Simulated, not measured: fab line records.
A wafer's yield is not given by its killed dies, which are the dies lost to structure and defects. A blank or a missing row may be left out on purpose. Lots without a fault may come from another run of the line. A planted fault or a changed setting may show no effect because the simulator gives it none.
Which tool is to blame? + flow n5 finfet + Sampling: 9 lots, 27 wafers, 7 of 1938 route steps

## WHAT THE GAUGES SHOWED, per wafer
N5_BEOL_M0_RS_MEAS_126: the measuring method here is four-point-probe. Usual: M0_RS gives 0.537 ohm/sq (standard deviation 0.017).
| lot  | measured     | on            | M0_RS (ohm/sq)    | flag |
|------|--------------|---------------|-------------------|------|
| L436 | day 8 09:12  | film metro-02 | 0.063 0.063 0.063 | OFF  |
| L437 | day 8 11:54  | film metro-02 | 0.062 0.063 0.062 | OFF  |
| L441 | day 9 09:50  | film metro-02 | 0.557 0.555 0.558 |      |
| L442 | day 9 14:45  | film metro-02 | 0.554 0.547 0.534 |      |
| L444 | day 10 07:15 | film metro-02 | 0.541 0.544 0.527 |      |
| L445 | day 10 13:02 | film metro-02 | 0.514 0.550 0.542 |      |
| L447 | day 11 01:19 | film metro-02 | 0.535 0.546 0.533 |      |
| L448 | day 11 07:14 | film metro-02 | 0.522 0.529 0.514 |      |
| L450 | day 11 17:23 | film metro-01 | 0.538 0.543 0.542 |      |

N5_BEOL_M0_INSPECT_127: inspects for defects (darkfield). Usual: 67 for raw defect count, sd 24.
| lot  | measured     | on                | raw defect count | flag |
|------|--------------|-------------------|------------------|------|
| L436 | day 8 09:14  | defect inspect-02 | 3595 3614 3587   | OFF  |
| L437 | day 8 11:56  | defect inspect-02 | 3514 3680 3630   | OFF  |
| L441 | day 9 09:52  | defect inspect-01 | 89 55 80         |      |
| L442 | day 9 14:46  | defect inspect-01 | 74 71 84         |      |
| L444 | day 10 07:16 | defect inspect-02 | 43 61 67         |      |
| L445 | day 10 13:04 | defect inspect-01 | 61 45 39         |      |
| L447 | day 11 01:20 | defect inspect-02 | 56 66 131        |      |
| L448 | day 11 07:15 | defect inspect-02 | 100 45 46        |      |
| L450 | day 11 17:25 | defect inspect-01 | 60 40 35         |      |

N5_BEOL_M4_RC_MEAS_101. Usual: DIBL_N 35.9 mV/V, standard deviation 1.9; DIBL_P 35.8 mV/V, standard deviation 2.4; IOFF_N 0.15 nA/um, standard deviation 0.031; IOFF_P 0.21 nA/um, standard deviation 0.037; ION_N 672 uA/um, standard deviation 13; ION_P 462 uA/um, standard deviation 8.3; SS_N 71.5 mV/dec, standard deviation 0.72; SS_P 73.2 mV/dec, standard deviation 0.67; VT_N 250 mV, standard deviation 3.4; VT_P -250 mV, standard deviation 3.4.
| lot  | measured     | on        | DIBL_N (mV/V)  | DIBL_P (mV/V)  | IOFF_N (nA/um) | IOFF_P (nA/um) | ION_N (uA/um) | ION_P (uA/um) | SS_N (mV/dec)  | SS_P (mV/dec)  | VT_N (mV)   | VT_P (mV)      | flag |
|------|--------------|-----------|----------------|----------------|----------------|----------------|---------------|---------------|----------------|----------------|-------------|----------------|------|
| L441 | day 11 21:35 | prober-01 | 34.7 36.6 36.2 | 34.6 36.6 35.9 | 0.13 0.15 0.14 | 0.18 0.20 0.19 | 674 669 683   | 464 457 465   | 70.5 71.8 71.5 | 73.1 72.7 72.9 | 248 251 253 | -256 -250 -252 |      |
| L442 | day 11 16:10 | prober-01 | 38.7 38.1 36.4 | 40.9 38.9 37.9 | 0.24 0.21 0.17 | 0.30 0.25 0.22 | 691 670 684   | 472 463 469   | 72.6 72.7 71.6 | 73.3 72.8 74.0 | 244 247 251 | -245 -244 -247 |      |
| L444 | day 11 21:08 | prober-02 | 39.6 38.2 36.8 | 39.5 36.9 36.1 | 0.21 0.18 0.16 | 0.29 0.24 0.22 | 684 682 674   | 476 469 464   | 71.4 72.2 71.6 | 74.8 73.5 73.5 | 243 247 248 | -247 -251 -249 |      |
| L445 | day 12 23:16 | prober-01 | 35.1 38.3 37.1 | 33.9 38.0 36.6 | 0.13 0.18 0.16 | 0.17 0.23 0.20 | 674 693 674   | 463 480 455   | 71.7 71.4 72.0 | 72.8 73.7 73.1 | 254 250 251 | -256 -249 -253 |      |
| L447 | day 13 07:49 | prober-01 | 37.3 35.4 35.8 | 37.4 36.2 35.8 | 0.19 0.16 0.17 | 0.26 0.23 0.23 | 682 676 688   | 470 472 471   | 71.5 70.8 70.9 | 73.0 73.6 72.9 | 244 247 247 | -246 -248 -248 |      |
| L448 | day 13 22:16 | prober-02 | 36.2 37.0 35.5 | 39.0 39.4 37.0 | 0.16 0.16 0.14 | 0.23 0.22 0.19 | 667 662 672   | 459 451 461   | 71.7 71.6 71.8 | 73.3 73.5 73.1 | 252 249 252 | -248 -250 -250 |      |
| L450 | day 14 01:53 | prober-02 | 34.6 36.8 36.9 | 33.6 35.7 35.7 | 0.13 0.17 0.16 | 0.20 0.23 0.23 | 674 690 682   | 473 475 473   | 70.6 71.4 71.3 | 72.7 73.0 72.5 | 250 249 253 | -251 -247 -247 |      |

## EACH LOT AND THE TOOL THAT RAN IT (in order: tool; ch and the chambers of the sampled wafers; start)
| lot  | N5_BEOL_M0_ETCH_109                | N5_BEOL_M0_DEGAS_112         | N5_BEOL_M0_CMP_120            | N5_BEOL_M0_PRE_CLEAN_131         |
|------|------------------------------------|------------------------------|-------------------------------|----------------------------------|
| L436 | rie diel-04 ch 1,2, day 8 05:05    | pvd sputter-03, day 8 05:17  | cmp-04 ch 0,2, day 8 08:35    | cvd co-01 ch 0,1,2, day 8 08:59  |
| L437 | rie diel-04 ch 1,2,3, day 8 08:05  | pvd sputter-03, day 8 08:15  | cmp-03 ch 0,3, day 8 11:23    | cvd co-02 ch 0,1, day 8 11:40    |
| L441 | rie diel-04 ch 1,2,3, day 9 07:22  | pvd sputter-03, day 9 07:38  | cmp-04 ch 0,3, day 9 09:19    | cvd co-01 ch 0,1, day 9 09:37    |
| L442 | rie diel-05 ch 1,2,3, day 9 12:23  | pvd sputter-03, day 9 12:34  | cmp-03 ch 0,2,3, day 9 14:11  | cvd co-01 ch 1,2, day 9 14:31    |
| L444 | rie diel-05 ch 0,1, day 10 03:03   | pvd sputter-01, day 10 03:14 | cmp-04 ch 0,1, day 10 06:41   | cvd co-02 ch 0,1,2, day 10 07:01 |
| L445 | rie diel-04 ch 2,3, day 10 08:53   | pvd sputter-03, day 10 09:16 | cmp-04 ch 1,2, day 10 12:31   | cvd co-01 ch 0,1,2, day 10 12:50 |
| L447 | rie diel-04 ch 0,1,3, day 10 21:41 | pvd sputter-01, day 10 22:31 | cmp-01 ch 0,3, day 11 00:46   | cvd co-01 ch 0,1, day 11 01:05   |
| L448 | rie diel-05 ch 0,1,2, day 11 03:55 | pvd sputter-03, day 11 04:27 | cmp-03 ch 0,1,3, day 11 06:40 | cvd co-02 ch 0,2, day 11 07:00   |
| L450 | rie diel-06 ch 1,3, day 11 12:54   | pvd sputter-03, day 11 13:08 | cmp-01 ch 1,3, day 11 16:50   | cvd co-02 ch 0,1, day 11 17:10   |
- N5_BEOL_M0_ETCH_109: etches SiCN in CH3F/O2, target depth 8 nm, overetch 2.4 nm, time 27.4 s.
- N5_BEOL_M0_DEGAS_112: time 60 s.
- N5_BEOL_M0_CMP_120: polishes, stops on SiOC, t overpolish 6.9 s.
- N5_BEOL_M0_PRE_CLEAN_131: time 15 s.

## WHAT THE TOOLS THEMSELVES READ (means of the sampled wafers that have a number; where no wafer has one, the mark that the record gives instead)
N5_BEOL_M0_ETCH_109. Usual: drypump motor current A 5.6 A, standard deviation 0.53; oes product au 0.66 a.u., standard deviation 0.066; rf vpp V 297.1 V, standard deviation 1.6; showerhead plenum p Torr 1.99 Torr, standard deviation 0.074; throttle valve pct 16.45 %, standard deviation 0.18.
| lot  | tool        | drypump motor current A (A) | oes product au (a.u.) | rf vpp V (V) | showerhead plenum p Torr (Torr) | throttle valve pct (%) | flag |
|------|-------------|-----------------------------|-----------------------|--------------|---------------------------------|------------------------|------|
| L436 | rie diel-04 | 5.5                         | 0.72                  | 297.8        | 2.05                            | 16.49                  |      |
| L437 | rie diel-04 | 5.2                         | 0.65                  | 297.6        | 2.01                            | 16.53                  |      |
| L441 | rie diel-04 | 5.2                         | 0.66                  | 297.3        | 2.01                            | 16.54                  |      |
| L442 | rie diel-05 | 6.0                         | 0.63                  | 295.9        | 1.96                            | 16.38                  |      |
| L444 | rie diel-05 | 6.0                         | 0.62                  | 296.6        | 1.91                            | 16.60                  |      |
| L445 | rie diel-04 | 4.9                         | 0.60                  | 298.2        | 2.02                            | 16.55                  |      |
| L447 | rie diel-04 | 5.6                         | 0.66                  | 297.5        | 2.02                            | 16.56                  |      |
| L448 | rie diel-05 | 6.1                         | 0.63                  | 296.5        | 1.94                            | 16.50                  |      |
| L450 | rie diel-06 | 5.4                         | 0.66                  | 294.8        | 1.87                            | 16.45                  |      |

N5_BEOL_M0_DEGAS_112. Usual: 347 W for heater power w, sd 25.
| lot  | tool           | heater power w (W) | flag |
|------|----------------|--------------------|------|
| L436 | pvd sputter-03 | 358                |      |
| L437 | pvd sputter-03 | 343                |      |
| L441 | pvd sputter-03 | 353                |      |
| L442 | pvd sputter-03 | 352                |      |
| L444 | pvd sputter-01 | 351                |      |
| L445 | pvd sputter-03 | 342                |      |
| L447 | pvd sputter-01 | 358                |      |
| L448 | pvd sputter-03 | 361                |      |
| L450 | pvd sputter-03 | 333                |      |

N5_BEOL_M0_CMP_120. Usual: barrier field endpoint s 3.63 s, standard deviation 0.12; clearing platen down force psi 1.5002 psi, standard deviation 0.0026; motor current A 6.2 A, standard deviation 0.49; overpolish run s 6.899 s, standard deviation 0.0092; platen rpm 50.00 rpm, standard deviation 0.035; time to endpoint s 62.7 s, standard deviation 2.8.
| lot  | tool   | barrier field endpoint s (s) | clearing platen down force psi (psi) | motor current A (A) | overpolish run s (s) | platen rpm (rpm) | time to endpoint s (s) | flag |
|------|--------|------------------------------|--------------------------------------|---------------------|----------------------|------------------|------------------------|------|
| L436 | cmp-04 | -                            | -                                    | -                   | -                    | -                | -                      | OFF  |
| L437 | cmp-03 | -                            | -                                    | -                   | -                    | -                | -                      | OFF  |
| L441 | cmp-04 | 3.53                         | 1.5011                               | 5.9                 | 6.898                | 50.00            | 57.3                   |      |
| L442 | cmp-03 | 3.71                         | 1.4994                               | 6.0                 | 6.901                | 49.98            | 61.6                   |      |
| L444 | cmp-04 | 3.55                         | 1.5012                               | 6.0                 | 6.890                | 50.00            | 63.7                   |      |
| L445 | cmp-04 | 3.80                         | 1.4996                               | 6.5                 | 6.891                | 50.00            | 63.7                   |      |
| L447 | cmp-01 | 3.66                         | 1.4977                               | 5.6                 | 6.894                | 49.99            | 64.5                   |      |
| L448 | cmp-03 | 3.80                         | 1.4991                               | 6.2                 | 6.897                | 50.02            | 64.5                   |      |
| L450 | cmp-01 | 3.61                         | 1.4968                               | 6.1                 | 6.893                | 49.99            | 66.4                   |      |

N5_BEOL_M0_PRE_CLEAN_131. Usual: 83 W for heater power w, sd 22.
| lot  | tool      | heater power w (W) | flag |
|------|-----------|--------------------|------|
| L436 | cvd co-01 | 84                 |      |
| L437 | cvd co-02 | 72                 |      |
| L441 | cvd co-01 | 68                 |      |
| L442 | cvd co-01 | 99                 |      |
| L444 | cvd co-02 | 81                 |      |
| L445 | cvd co-01 | 83                 |      |
| L447 | cvd co-01 | 70                 |      |
| L448 | cvd co-02 | 88                 |      |
| L450 | cvd co-02 | 73                 |      |

## THE ANSWER, worked out from the rows above alone
Rule: take the mean of a lot's wafers that have a number; if it is more than 3 standard deviations from the usual mean, the lot is off. A lot without any number at a reading at which 4 lots or more have one is off too. Any other lot the step has rows for is counted as sound. After the gauges, taken in route order, come the tools' own readings; for these a lot's mean is taken, as printed above. At the first step where some lot is off, the reading lying furthest off is the one used; lots without a number count as furthest.
Off: L436, L437, at N5_BEOL_M0_RS_MEAS_126 (M0_RS).
A tool fits if, at a process step before that reading, it ran every lot that is off, and no sound lot after the first of them. The gauges at N5_BEOL_M0_RS_MEAS_126 aren't tried: what is off there is off at N5_BEOL_M0_INSPECT_127 too, on other tools, and a gauge's error can't cause that. Of those tried, none fits.

## WHAT HAD BEEN PUT IN BY THE SIMULATOR
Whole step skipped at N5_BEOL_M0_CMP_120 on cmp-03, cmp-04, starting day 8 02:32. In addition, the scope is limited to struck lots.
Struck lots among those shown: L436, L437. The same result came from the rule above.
